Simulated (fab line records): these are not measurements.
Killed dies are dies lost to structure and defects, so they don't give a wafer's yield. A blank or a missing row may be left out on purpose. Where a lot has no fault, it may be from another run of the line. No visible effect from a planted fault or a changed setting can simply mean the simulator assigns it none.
fab line records -- flow n5Finfet
[record] lots = 5, wafers = 15, lastDay = 17
route steps=1938 shown FIN_CUT@175 STI_FIN_REVEAL@183
lots untouched by any fault: they come from a run of this same line in which no faults occurred
startH: hours from the record's first day to the start of the lot's first wafer shown -- waitH: time in hours since the lot's previous step -- " same as the row above -- L1.1+2: a row that stands for several wafers -- - no value present, or no start provided -- * or withheld: withheld -- < > ~ a bound
route shown NAME@n: names a module that has steps shown in the file, with the first one's number in the route -- usual: mean/standard deviation taken from wafers without a fault -- same: alike in all rows -- chamber/n: place in a boat -- sites: readings site by site -- _std_site: standard deviation of those values -- _edge_site: mean of outer sites minus mean of inner sites -- radiusMm: how far each site lies from the wafer's centre -- mask NAME#n: copy n -- behind: the most recent tool/chamber to have shaped the wafer -- hold: reason for holding the lot/hours on hold/outcome of the hold -- device: whichever transistor did not switch (one of n, p or np) -- end of line: at the end of the route, the tests of the same wafers -- a step with no rows: only its recipe -- killed: at the first sort, the dies lost to defects and structure; wafer yield is something else -- map: shows each die of a wafer: x if killed, . if not, _ if none is there
set.NAME: setting as actually run; set.NAME@STEP: the setting as run at that earlier step -- model.NAME: the simulator's own value behind a step, which no gauge read
certain route steps with their lots: each step a table, each wafer a row
services: from which hour (startH, from the record's first day; less than 0 if before it) a tool's chamber was out of use, for how many hours, and why
[[steps]]
[step N5_FIN_CUT_PRECLEAN_35]
[recipe] timeS = 13.3, tempC = 45, pressureTorr = 125, pHfTorr = 3, pCoreactantTorr = 25, chemistry = vHF
[usual] drypumpMotorCurrentA = 5.8/0.31, pressureTorr = 124.99/0.24
lot.wafer,tool,chamber,startH,waitH,drypumpMotorCurrentA,pressureTorr
L074.1,vaporEtch-02,0,27.35,0.0,6.2,124.95
L074.2,vaporEtch-02,1,27.35,0.0,5.6,124.85
L074.4,vaporEtch-02,0,27.35,0.0,6.2,124.93
L076.1,vaporEtch-02,1,39.23,0.0,5.6,125.15
L076.2,vaporEtch-02,0,39.23,0.0,6.2,124.83
L076.3,vaporEtch-02,0,39.23,0.0,6.2,124.68
L079.1,vaporEtch-01,1,57.17,0.0,5.8,125.21
L079.5,vaporEtch-01,1,57.17,0.0,5.8,124.87
L079.6,vaporEtch-01,0,57.17,0.0,5.4,125.28
L083.1,vaporEtch-01,0,82.23,0.0,5.4,124.53
L083.2,vaporEtch-01,1,82.23,0.0,5.8,125.24
L083.4,vaporEtch-01,0,82.23,0.0,5.4,124.73
L093.3,vaporEtch-01,0,141.38,0.1,5.4,125.14
L093.5,vaporEtch-01,0,141.38,0.1,5.4,124.99
L093.6,vaporEtch-01,1,141.38,0.1,5.8,125.10
[step N5_FIN_CUT_CUT_ETCH_15]
[recipe] chemistry = HBr/Cl2/O2, target = Si, targetDepthA = 1000, btTimeS = 10, maskMaterial = SOC, timeS = 42.4, ionEnergyEv = *, biasW = *, pressureMtorr = 10, icpW = 800, HBr_flow_sccm = 150, Cl2_flow_sccm = 80, O2_flow_sccm = 12
[usual] biasW = *, drypumpMotorCurrentA = 5.8/0.42, oesProductAu = 0.994/0.012, throttleValvePct = 37.32/0.25
lot.wafer,tool,chamber,startH,waitH,biasW,drypumpMotorCurrentA,oesProductAu,rfHoursCounterH,throttleValvePct
L074.1,rieSi-04,1,27.43,0.1,*,5.4,1.017,64,37.03
L074.2,rieSi-04,3,27.43,0.1,*,5.1,0.998,163,36.83
L074.4,rieSi-04,0,27.43,0.1,*,5.9,0.986,5,37.21
L076.1,rieSi-04,3,39.33,0.1,*,5.0,1.006,163,36.82
L076.2,rieSi-04,0,39.33,0.1,*,5.9,0.987,5,37.21
L076.3,rieSi-04,2,39.33,0.1,*,6.2,0.990,158,37.45
L079.1,rieSi-05,0,57.25,0.1,*,6.4,0.989,76,37.00
L079.5,rieSi-05,2,57.25,0.1,*,5.6,1.000,-,37.28
L079.6,rieSi-05,0,57.25,0.1,*,6.4,0.982,-,37.00
L083.1,rieSi-04,3,82.31,0.1,*,5.1,0.997,164,36.83
L083.2,rieSi-04,0,82.31,0.1,*,5.9,1.000,6,37.22
L083.4,rieSi-04,2,82.31,0.1,*,6.2,0.984,158,37.43
L093.3,rieSi-02,0,141.44,0.0,*,5.4,1.004,58,37.61
L093.5,rieSi-02,3,141.44,0.0,*,6.1,0.984,-,37.66
L093.6,rieSi-02,2,141.44,0.0,*,5.3,0.997,-,37.60
[step N5_FIN_CUT_CUT_ETCH_28]
[recipe] chemistry = HBr/Cl2/O2, target = Si, targetDepthA = 60, maskMaterial = SOC, timeS = 2.4, ionEnergyEv = *, biasW = *, pressureMtorr = 10, icpW = 800, HBr_flow_sccm = 150, Cl2_flow_sccm = 80, O2_flow_sccm = 12
[usual] biasW = *, drypumpMotorCurrentA = 5.8/0.42, oesProductAu = 0.995/0.012, throttleValvePct = 37.32/0.24
lot.wafer,tool,chamber,startH,waitH,biasW,drypumpMotorCurrentA,oesProductAu,rfHoursCounterH,throttleValvePct
L074.1,rieSi-04,1,27.48,0.0,*,5.4,1.023,64,37.04
L074.2,rieSi-04,3,27.48,0.0,*,5.0,1.008,163,36.83
L074.4,rieSi-04,0,27.48,0.0,*,5.9,1.002,5,37.19
L076.1,rieSi-04,3,39.38,0.0,*,5.0,1.004,163,36.83
L076.2,rieSi-04,0,39.38,0.0,*,5.9,0.991,5,37.20
L076.3,rieSi-04,2,39.38,0.0,*,6.2,0.997,158,37.44
L079.1,rieSi-05,0,57.30,0.0,*,6.4,0.983,76,36.98
L079.5,rieSi-05,2,57.30,0.0,*,5.6,0.996,-,37.30
L079.6,rieSi-05,0,57.30,0.0,*,6.4,0.980,-,36.99
L083.1,rieSi-04,3,82.37,0.0,*,5.1,1.004,164,36.82
L083.2,rieSi-04,0,82.37,0.0,*,5.9,1.001,6,37.22
L083.4,rieSi-04,2,82.37,0.0,*,6.2,0.990,158,37.44
L093.3,rieSi-02,0,141.49,0.0,*,5.4,0.997,58,37.61
L093.5,rieSi-02,3,141.49,0.0,*,6.1,0.993,-,37.66
L093.6,rieSi-02,2,141.49,0.0,*,5.3,0.996,-,37.60
[step N5_FIN_CUT_STRIP_22]
[recipe] chemistry = N2/H2, powerW = 500, tempC = 40, pressureMtorr = 50, rfFrequencyHz = 6e+07, overashFraction = 0.3, biasPowerW = 8, h2Frac = 0.5, n2FlowSccm = 300, h2FlowSccm = 300
[usual] drypumpMotorCurrentA = 5.7/0.42, oesProductAu = 0.79/0.1, rfVppV = 54.2/2.2, showerheadPlenumPTorr = 3.37/0.13, throttleValvePct = 19.2/0.34
lot.wafer,tool,chamber,startH,waitH,drypumpMotorCurrentA,oesProductAu,rfHoursCounterH,rfVppV,showerheadPlenumPTorr,throttleValvePct
L074.1,rieDiel-04,2,27.55,0.0,6.2,0.66,246,54.8,3.17,19.5
L074.2,rieDiel-04,3,27.55,0.0,6.2,0.86,72,57.9,3.30,19.5
L074.4,rieDiel-04,0,27.55,0.0,4.8,0.70,214,54.6,3.20,18.8
L076.1,rieDiel-05,0,39.45,0.0,5.4,0.72,188,52.4,3.23,19.6
L076.2,rieDiel-05,3,39.45,0.0,5.9,0.95,5,55.4,3.58,18.7
L076.3,rieDiel-05,1,39.45,0.0,6.3,0.73,161,49.5,3.38,19.4
L079.1,rieDiel-02,1,57.37,0.0,5.1,0.67,236,51.7,3.31,19.5
L079.5,rieDiel-02,1,57.37,0.0,5.1,0.68,-,51.2,3.31,19.5
L079.6,rieDiel-02,0,57.37,0.0,5.7,0.72,-,55.6,3.36,19.0
L083.1,rieDiel-02,2,82.43,0.0,5.9,0.94,9,55.4,3.58,19.2
L083.2,rieDiel-02,1,82.43,0.0,5.1,0.67,241,50.8,3.31,19.5
L083.4,rieDiel-02,0,82.43,0.0,5.8,0.74,-,54.4,3.36,19.0
L093.3,rieDiel-02,0,141.60,0.1,5.8,0.73,176,55.5,3.35,19.0
L093.5,rieDiel-02,3,141.60,0.1,5.7,0.97,-,50.5,3.32,19.4
L093.6,rieDiel-02,2,141.60,0.1,5.9,0.88,-,52.7,3.57,19.1
[step N5_FIN_CUT_PRECLEAN_36]
[recipe] chemistry = O3/DIW, timeS = 60, tempC = 22, o3Ppm = 10
lot.wafer,tool,chamber,startH,waitH
L074.1+2+4,wetBench-06,"5,2,4",27.61,-
L076.1+2+3,wetBench-05,"3,0,4",39.51,-
L079.1+5+6,wetBench-03,"3,6,4",57.44,-
L083.1+2+4,wetBench-06,"5,0,7",82.50,-
L093.3+5+6,wetBench-05,"7,6,1",141.67,-
[step N5_FIN_CUT_SRD_32]
[recipe] dry = ipaMarangoni, timeS = 30, tempC = 23, rinseLiquid = diw
lot.wafer,tool,chamber,startH,waitH
L074.1+2+4,wetBench-06,"5,2,4",27.63,0.0
L076.1+2+3,wetBench-05,"3,0,4",39.55,0.0
L079.1+5+6,wetBench-03,"3,6,4",57.46,0.0
L083.1+2+4,wetBench-06,"5,0,7",82.52,0.0
L093.3+5+6,wetBench-05,"7,6,1",141.69,0.0
[step N5_FIN_CUT_UV_OZONE_34]
[recipe] timeS = 120, pressureTorr = 760, tempC = 25
[usual] pressureTorr = 759.9/1.5
lot.wafer,tool,chamber,startH,waitH,pressureTorr
L074.1,wetBench-06,5,27.65,0.0,761.8
L074.2,wetBench-06,2,27.65,0.0,761.6
L074.4,wetBench-06,4,27.65,0.0,761.0
L076.1,wetBench-05,3,39.59,0.0,761.5
L076.2,wetBench-05,0,39.59,0.0,760.3
L076.3,wetBench-05,4,39.59,0.0,761.3
L079.1,wetBench-03,3,57.47,0.0,758.3
L079.5,wetBench-03,6,57.47,0.0,758.5
L079.6,wetBench-03,4,57.47,0.0,758.2
L083.1,wetBench-06,5,82.54,0.0,760.5
L083.2,wetBench-06,0,82.54,0.0,759.7
L083.4,wetBench-06,7,82.54,0.0,760.8
L093.3,wetBench-05,7,141.71,0.0,758.9
L093.5,wetBench-05,6,141.71,0.0,758.7
L093.6,wetBench-05,1,141.71,0.0,759.7
[step N5_FIN_CUT_INSPECT_17]
[recipe] inspectInstrument = brightfield, mode = aei
[usual] rawDefectCount = 267/81
lot.wafer,tool,chamber,startH,waitH,rawDefectCount
L074.1,defectInspect-02,-,27.71,0.0,241
L074.2,defectInspect-02,-,27.71,0.0,277
L074.4,defectInspect-02,-,27.71,0.0,232
L076.1,defectInspect-02,-,39.68,0.0,317
L076.2,defectInspect-02,-,39.68,0.0,197
L076.3,defectInspect-02,-,39.68,0.0,182
L079.1,defectInspect-01,-,57.53,0.0,208
L079.5,defectInspect-01,-,57.53,0.0,328
L079.6,defectInspect-01,-,57.53,0.0,296
L083.1,defectInspect-01,-,82.59,0.0,214
L083.2,defectInspect-01,-,82.59,0.0,192
L083.4,defectInspect-01,-,82.59,0.0,203
L093.3,defectInspect-01,-,141.76,0.0,221
L093.5,defectInspect-01,-,141.76,0.0,185
L093.6,defectInspect-01,-,141.76,0.0,174
[step N5_STI_FIN_REVEAL_ALD_00]
[recipe] material = SiO2, targetThkA = 10, tempC = 300, aldPrecursorFamily = BDEAS, aldCoReactant = O2-plasma, pulseTimeS = 1, pressureTorr = 2
[usual] heaterPowerW = 498/35, precursorPulseHeightRel = 0.997/0.021
lot.wafer,tool,chamber,startH,waitH,heaterPowerW,precursorPulseHeightRel
L074.1,aldSin-02,0,27.74,0.0,539,0.968
L074.2,aldSin-02,1,27.74,0.0,462,1.010
L074.4,aldSin-02,0,27.74,0.0,538,0.995
L076.1,aldSin-02,1,39.71,0.0,458,1.011
L076.2,aldSin-02,0,39.71,0.0,542,1.015
L076.3,aldSin-02,3,39.71,0.0,535,0.991
L079.1,aldSin-01,0,57.57,0.0,531,0.988
L079.5,aldSin-01,2,57.57,0.0,501,0.962
L079.6,aldSin-01,1,57.57,0.0,449,1.012
L083.1,aldSin-04,2,83.79,1.2,490,0.995
L083.2,aldSin-04,0,83.79,1.2,546,1.035
L083.4,aldSin-04,3,83.79,1.2,429,1.010
L093.3,aldSin-02,1,141.80,0.0,459,0.988
L093.5,aldSin-02,0,141.80,0.0,536,1.023
L093.6,aldSin-02,1,141.80,0.0,469,1.009
[step N5_STI_FIN_REVEAL_ALD_14]
[recipe] material = Si3N4, targetThkA = 30, tempC = 400, aldPrecursorFamily = SiH2I2, aldCoReactant = N2/H2-plasma, pressureTorr = 2
[usual] heaterPowerW = 890/62
lot.wafer,tool,chamber,startH,waitH,heaterPowerW
L074.1,aldSin-02,0,27.79,0.0,942
L074.2,aldSin-02,1,27.79,0.0,819
L074.4,aldSin-02,0,27.79,0.0,943
L076.1,aldSin-02,1,39.76,0.0,834
L076.2,aldSin-02,0,39.76,0.0,933
L076.3,aldSin-02,3,39.76,0.0,950
L079.1,aldSin-01,0,57.62,0.0,931
L079.5,aldSin-01,2,57.62,0.0,883
L079.6,aldSin-01,1,57.62,0.0,800
L083.1,aldSin-04,2,83.84,0.0,898
L083.2,aldSin-04,0,83.84,0.0,984
L083.4,aldSin-04,3,83.84,0.0,776
L093.3,aldSin-02,1,141.85,0.0,823
L093.5,aldSin-02,0,141.85,0.0,956
L093.6,aldSin-02,1,141.85,0.0,822
[step N5_STI_FIN_REVEAL_FCVD_FILL_01]
[recipe] material = SiO2_flowable, targetThkA = 3120, tempC = 100, pressureTorr = 0.8, rfW = 2000, timeS = 512.2
lot.wafer,tool,chamber,startH,waitH
L074.1+2+4,fcvd-01,"1,0,0",28.03,0.1
L076.1+2+3,fcvd-01,1,40.00,0.1
L079.1+5+6,fcvd-02,1,57.86,0.1
L083.1+2+4,fcvd-01,"0,1,1",84.07,0.1
L093.3+5+6,fcvd-01,"1,1,0",142.29,0.3
[step N5_STI_FIN_REVEAL_DENSIFY_02]
[recipe] tempC = 650, ambient = steam, timeS = 1800, idleTempC = 400, densificationPH2oTorr = 640
[usual] spikeTcBottomC = 671.0/1.4, zonePowerLowerPct = 9.6/0.76
lot.wafer,tool,chamber,startH,waitH,spikeTcBottomC,zonePowerLowerPct
L074.1,furnace-02,0,28.67,0.4,672.2,9.8
L074.2,furnace-02,0,28.67,0.4,669.5,10.0
L074.4,furnace-02,0,28.67,0.4,669.9,10.0
L076.1,furnace-03,0,41.24,1.0,672.1,8.6
L076.2,furnace-03,0,41.24,1.0,672.6,8.5
L076.3,furnace-03,0,41.24,1.0,669.9,8.5
L079.1,furnace-01,0,59.09,1.0,672.3,10.4
L079.5,furnace-01,0,59.09,1.0,673.3,10.4
L079.6,furnace-01,0,59.09,1.0,672.6,10.3
L083.1,furnace-03,0,84.71,0.4,669.4,8.6
L083.2,furnace-03,0,84.71,0.4,669.1,8.6
L083.4,furnace-03,0,84.71,0.4,671.1,8.6
L093.3,furnace-03,0,142.72,0.2,670.9,8.5
L093.5,furnace-03,0,142.72,0.2,670.0,8.6
L093.6,furnace-03,0,142.72,0.2,671.5,8.6
[step N5_STI_FIN_REVEAL_CMP_04]
[recipe] stopOn = Si3N4, tOverpolishS = 4, downForcePsi = 2, platenRpm = 54.18, postCmpClean = alkalineBrush, padVelocityMS = 1.078, targetThkNm = 131.83
[usual] motorCurrentA = 8.0/1, overpolishRunS = 4.000/0.0092, timeToEndpointS = 103/5
[same] tOverpolishS = 4
lot.wafer,tool,chamber,startH,waitH,motorCurrentA,overpolishRunS,timeToEndpointS
L074.4,cmp-01,1,32.85,0.0,6.5,4.000,106
L074.2,cmp-01,2,32.85,0.0,9.5,3.998,112
L074.1,cmp-01,0,32.85,0.0,7.2,4.007,106
L076.2,cmp-04,2,45.40,0.0,7.0,3.996,107
L076.1,cmp-04,3,45.40,0.0,9.1,4.007,95
L076.3,cmp-04,0,45.40,0.0,8.1,3.996,100
L079.1,cmp-04,1,63.33,0.1,7.7,3.994,100
L079.5,cmp-04,3,63.33,0.1,9.6,3.984,99
L079.6,cmp-04,0,63.33,0.1,8.9,3.998,107
L083.4,cmp-01,3,88.87,0.0,8.3,3.995,109
L083.1,cmp-01,0,88.87,0.0,7.4,3.990,105
L083.2,cmp-01,2,88.87,0.0,8.9,4.001,101
L093.3,cmp-02,3,146.96,0.1,7.4,3.988,96
L093.5,cmp-02,1,146.96,0.1,9.8,4.009,96
L093.6,cmp-02,2,146.96,0.1,7.7,3.993,103
[step N5_STI_FIN_REVEAL_THK_MEAS_05]
[usual] thkNm = 131.9/1.2
lot.wafer,tool,chamber,startH,waitH,thkNm
L074.1,filmMetro-01,-,33.14,-,133.2
L074.2,filmMetro-01,-,33.14,-,134.3
L074.4,filmMetro-01,-,33.14,-,134.3
L076.1,filmMetro-02,-,45.70,-,130.6
L076.2,filmMetro-02,-,45.70,-,133.0
L076.3,filmMetro-02,-,45.70,-,133.2
L079.1,filmMetro-02,-,63.55,-,131.4
L079.5,filmMetro-02,-,63.55,-,129.8
L079.6,filmMetro-02,-,63.55,-,133.4
L083.1,filmMetro-01,-,89.17,-,131.4
L083.2,filmMetro-01,-,89.17,-,132.4
L083.4,filmMetro-01,-,89.17,-,133.3
L093.3,filmMetro-01,-,147.19,-,130.4
L093.5,filmMetro-01,-,147.19,-,131.2
L093.6,filmMetro-01,-,147.19,-,130.5
[step N5_STI_FIN_REVEAL_DENSIFY_30]
[recipe] tempC = *, timeS = *, ambient = N2, idleTempC = 600, rampUpCPerS = 150, rampDownCPerS = 60, coolToC = 600
[usual] lampPowerPct = 11.53/0.052, wafer_temp_C_max = *
lot.wafer,tool,chamber,startH,waitH,lampPowerPct,wafer_temp_C_max
L074.1,rtpAnneal-02,0,33.20,0.1,11.50,*
L074.2,rtpAnneal-02,0,33.20,0.1,11.45,*
L074.4,rtpAnneal-02,0,33.20,0.1,11.49,*
L076.1,rtpAnneal-01,0,45.72,0.0,11.61,*
L076.2,rtpAnneal-01,0,45.72,0.0,11.54,*
L076.3,rtpAnneal-01,0,45.72,0.0,11.54,*
L079.1,rtpAnneal-01,0,63.58,0.0,11.56,*
L079.5,rtpAnneal-01,0,63.58,0.0,11.56,*
L079.6,rtpAnneal-01,0,63.58,0.0,11.60,*
L083.1,rtpAnneal-02,0,89.33,0.2,11.60,*
L083.2,rtpAnneal-02,0,89.33,0.2,11.56,*
L083.4,rtpAnneal-02,0,89.33,0.2,11.55,*
L093.3,rtpAnneal-02,0,147.42,0.2,11.50,*
L093.5,rtpAnneal-02,0,147.42,0.2,11.56,*
L093.6,rtpAnneal-02,0,147.42,0.2,11.46,*
[step N5_STI_FIN_REVEAL_ETCHBACK_08]
[recipe] chemistry = C4F6/O2, target = SiO2, targetDepthA = 305, timeS = 10.167, ionEnergyEv = 250, pressureMtorr = 30, sourceW = 345, biasW = 185, Ar_flow_sccm = 300, C4F6_flow_sccm = 10, O2_flow_sccm = 10
[usual] biasW = 185.0/0.56, drypumpMotorCurrentA = 5.7/0.36, oesProductAu = 0.74/0.066, rfVppV = 668/8.9, showerheadPlenumPTorr = 2.85/0.097, throttleValvePct = 21.30/0.25
lot.wafer,tool,chamber,startH,waitH,biasW,drypumpMotorCurrentA,oesProductAu,rfHoursCounterH,rfVppV,showerheadPlenumPTorr,throttleValvePct
L074.1,rieDiel-06,2,33.41,0.2,184.9,5.4,0.71,206,681,2.91,21.12
L074.2,rieDiel-06,3,33.41,0.2,184.8,5.5,0.69,229,664,2.82,21.74
L074.4,rieDiel-06,1,33.41,0.2,185.4,5.5,0.71,221,653,2.79,20.96
L076.1,rieDiel-06,3,45.93,0.2,184.6,5.5,0.68,233,663,2.82,21.76
L076.2,rieDiel-06,0,45.93,0.2,185.6,6.5,0.80,88,679,2.76,21.10
L076.3,rieDiel-06,1,45.93,0.2,184.7,5.4,0.71,225,654,2.79,20.96
L079.1,rieDiel-06,3,63.79,0.2,185.0,5.6,0.68,241,663,2.81,21.77
L079.5,rieDiel-06,2,63.79,0.2,185.5,5.3,0.71,-,680,2.91,21.13
L079.6,rieDiel-06,1,63.79,0.2,185.0,5.5,0.71,-,654,2.78,21.00
L083.1,rieDiel-06,1,89.57,0.2,185.8,5.5,0.70,239,653,2.78,21.01
L083.2,rieDiel-06,0,89.57,0.2,186.2,6.5,0.81,98,680,2.76,21.11
L083.4,rieDiel-06,2,89.57,0.2,184.0,5.3,0.71,223,681,2.91,21.14
L093.3,rieDiel-03,2,147.57,0.1,185.1,5.7,0.97,2,677,3.05,21.27
L093.5,rieDiel-03,0,147.57,0.1,183.8,5.3,0.73,-,669,2.73,21.17
L093.6,rieDiel-03,1,147.57,0.1,184.7,5.7,0.69,-,661,2.94,21.60
[step N5_STI_FIN_REVEAL_STRIP_24]
[recipe] chemistry = N2/H2, timeS = 90, powerW = 100, tempC = 40, pressureMtorr = 100, rfFrequencyHz = 6e+07, biasPowerW = 3, n2FlowSccm = 300, h2FlowSccm = 300
[usual] drypumpMotorCurrentA = 5.7/0.36, oesProductAu = 0.74/0.067, rfVppV = 45.4/1, showerheadPlenumPTorr = 3.37/0.12, throttleValvePct = 12.38/0.27
lot.wafer,tool,chamber,startH,waitH,drypumpMotorCurrentA,oesProductAu,rfHoursCounterH,rfVppV,showerheadPlenumPTorr,throttleValvePct
L074.1,rieDiel-06,2,33.44,0.0,5.3,0.72,206,45.5,3.47,12.41
L074.2,rieDiel-06,3,33.44,0.0,5.6,0.68,229,46.4,3.33,12.81
L074.4,rieDiel-06,1,33.44,0.0,5.5,0.72,221,45.1,3.35,12.29
L076.1,rieDiel-06,3,45.97,0.0,5.6,0.67,233,44.8,3.33,12.82
L076.2,rieDiel-06,0,45.97,0.0,6.5,0.81,88,45.3,3.28,12.05
L076.3,rieDiel-06,1,45.97,0.0,5.5,0.71,225,46.9,3.34,12.31
L079.1,rieDiel-06,3,63.83,0.0,5.5,0.67,241,44.6,3.32,12.82
L079.5,rieDiel-06,2,63.83,0.0,5.3,0.71,-,47.7,3.47,12.41
L079.6,rieDiel-06,1,63.83,0.0,5.5,0.70,-,45.4,3.34,12.33
L083.1,rieDiel-06,1,89.61,0.0,5.5,0.71,239,43.4,3.34,12.33
L083.2,rieDiel-06,0,89.61,0.0,6.5,0.80,98,45.2,3.28,12.08
L083.4,rieDiel-06,2,89.61,0.0,5.3,0.72,223,45.2,3.46,12.44
L093.3,rieDiel-03,2,147.61,0.0,5.7,0.98,2,46.2,3.59,12.05
L093.5,rieDiel-03,0,147.61,0.0,5.4,0.74,-,44.5,3.23,12.28
L093.6,rieDiel-03,1,147.61,0.0,5.7,0.69,-,44.6,3.49,12.78
[step N5_STI_FIN_REVEAL_PRECLEAN_25]
[recipe] chemistry = SPM, timeS = 90, tempC = 120, mix = 4:1
[usual] bathGuardTempC = 120.0/0.45
lot.wafer,tool,chamber,startH,waitH,bathGuardTempC
L074.1,wetBench-04,7,33.57,0.1,120.3
L074.2,wetBench-04,4,33.57,0.1,119.7
L074.4,wetBench-04,0,33.57,0.1,120.4
L076.1,wetBench-02,5,46.09,0.1,120.5
L076.2,wetBench-02,7,46.09,0.1,119.5
L076.3,wetBench-02,6,46.09,0.1,119.7
L079.1,wetBench-02,1,63.95,0.1,120.8
L079.5,wetBench-02,5,63.95,0.1,120.3
L079.6,wetBench-02,7,63.95,0.1,119.9
L083.1,wetBench-01,6,89.73,0.1,120.7
L083.2,wetBench-01,4,89.73,0.1,119.8
L083.4,wetBench-01,7,89.73,0.1,120.3
L093.3,wetBench-01,4,147.73,0.1,119.8
L093.5,wetBench-01,2,147.73,0.1,118.8
L093.6,wetBench-01,3,147.73,0.1,120.0
[step N5_STI_FIN_REVEAL_PRECLEAN_26]
[recipe] chemistry = SC1, timeS = 45, tempC = 46, mix = 1:2:100
[usual] bathGuardTempC = 46.0/0.47
lot.wafer,tool,chamber,startH,waitH,bathGuardTempC
L074.1,wetBench-04,7,33.59,0.0,46.2
L074.2,wetBench-04,4,33.59,0.0,46.2
L074.4,wetBench-04,0,33.59,0.0,46.0
L076.1,wetBench-02,5,46.12,0.0,46.5
L076.2,wetBench-02,7,46.12,0.0,45.8
L076.3,wetBench-02,6,46.12,0.0,45.6
L079.1,wetBench-02,1,63.97,0.0,46.1
L079.5,wetBench-02,5,63.97,0.0,46.3
L079.6,wetBench-02,7,63.97,0.0,45.8
L083.1,wetBench-01,6,89.76,0.0,46.9
L083.2,wetBench-01,4,89.76,0.0,45.7
L083.4,wetBench-01,7,89.76,0.0,46.5
L093.3,wetBench-01,4,147.76,0.0,45.7
L093.5,wetBench-01,2,147.76,0.0,45.3
L093.6,wetBench-01,3,147.76,0.0,46.0
[step N5_STI_FIN_REVEAL_PRECLEAN_29]
[recipe] chemistry = DHF, timeS = 30, tempC = 25, dilution = 300:1
lot.wafer,tool,chamber,startH,waitH
L074.1+2+4,wetBench-04,"7,4,0",33.61,0.0
L076.1+2+3,wetBench-02,"5,7,6",46.13,0.0
L079.1+5+6,wetBench-02,"1,5,7",63.99,0.0
L083.1+2+4,wetBench-01,"6,4,7",89.77,0.0
L093.3+5+6,wetBench-01,"4,2,3",147.77,0.0
[step N5_STI_FIN_REVEAL_SRD_12]
[recipe] timeS = 30, tempC = 23, rinseLiquid = diw, dry = ipaMarangoni
lot.wafer,tool,chamber,startH,waitH
L074.1+2+4,wetBench-04,"7,4,0",33.61,0.0
L076.1+2+3,wetBench-02,"5,7,6",46.14,0.0
L079.1+5+6,wetBench-02,"1,5,7",64.00,0.0
L083.1+2+4,wetBench-01,"6,4,7",89.78,0.0
L093.3+5+6,wetBench-01,"4,2,3",147.78,0.0
[step N5_STI_FIN_REVEAL_RECESS_09]
[recipe] chemistry = HF/NH3, target = SiO2, afsCycles = 11, targetDepthA = 425, tempC = 30, sublimationTempC = 180, sublimationTimeS = 60
[usual] drypumpMotorCurrentA = 5.75/0.3
[same] afsCycles = 11, sublimationTimeS = 60
lot.wafer,tool,chamber,startH,waitH,drypumpMotorCurrentA
L074.1,vaporEtch-01,0,33.66,0.0,5.44
L074.2,vaporEtch-01,1,33.66,0.0,5.85
L074.4,vaporEtch-01,1,33.66,0.0,5.85
L076.1,vaporEtch-01,0,46.19,0.0,5.43
L076.2,vaporEtch-01,0,46.19,0.0,5.45
L076.3,vaporEtch-01,0,46.19,0.0,5.43
L079.1,vaporEtch-01,1,64.04,0.0,5.84
L079.5,vaporEtch-01,0,65.10,1.1,5.44
L079.6,vaporEtch-01,1,65.10,1.1,5.84
L083.1,vaporEtch-02,0,89.82,0.0,6.17
L083.2,vaporEtch-02,1,89.82,0.0,5.55
L083.4,vaporEtch-02,1,89.82,0.0,5.55
L093.3,vaporEtch-01,0,148.35,0.6,5.41
L093.5,vaporEtch-01,1,148.35,0.6,5.84
L093.6,vaporEtch-01,0,148.35,0.6,5.45
[[services]]
tool,chamber,startH,hours,kind
cmp-04,-,6.42,4.0,pm
aldSin-01,-,9.27,1.0,repair
rieDiel-03,2,13.72,2.6,repair
cmp-04,-,22.07,0.4,repair
cmp-04,-,22.96,0.5,repair
aldSin-02,3,23.79,15.1,repair
cmp-04,-,26.24,0.9,repair
cmp-01,-,26.93,4.0,pm
fcvd-01,-,26.99,1.0,repair
fcvd-01,0,32.63,12.8,repair
rieDiel-03,3,33.53,33.0,repair
aldSin-04,1,40.23,10.2,repair
cmp-01,-,41.69,1.1,repair
vaporEtch-01,1,44.07,2.9,repair
vaporEtch-01,0,62.72,0.9,repair
wetBench-01,-,64.20,2.6,repair
vaporEtch-02,-,65.31,0.4,repair
rieSi-04,-,68.62,2.7,repair
rieDiel-02,-,110.04,15.6,pm
rieSi-04,0,115.10,8.9,repair
rieSi-04,1,121.01,2.2,repair
rieDiel-06,-,127.09,0.4,repair
rieDiel-02,2,146.85,7.3,repair
aldSin-02,0,148.67,4.0,repair
[[key]]
fault none
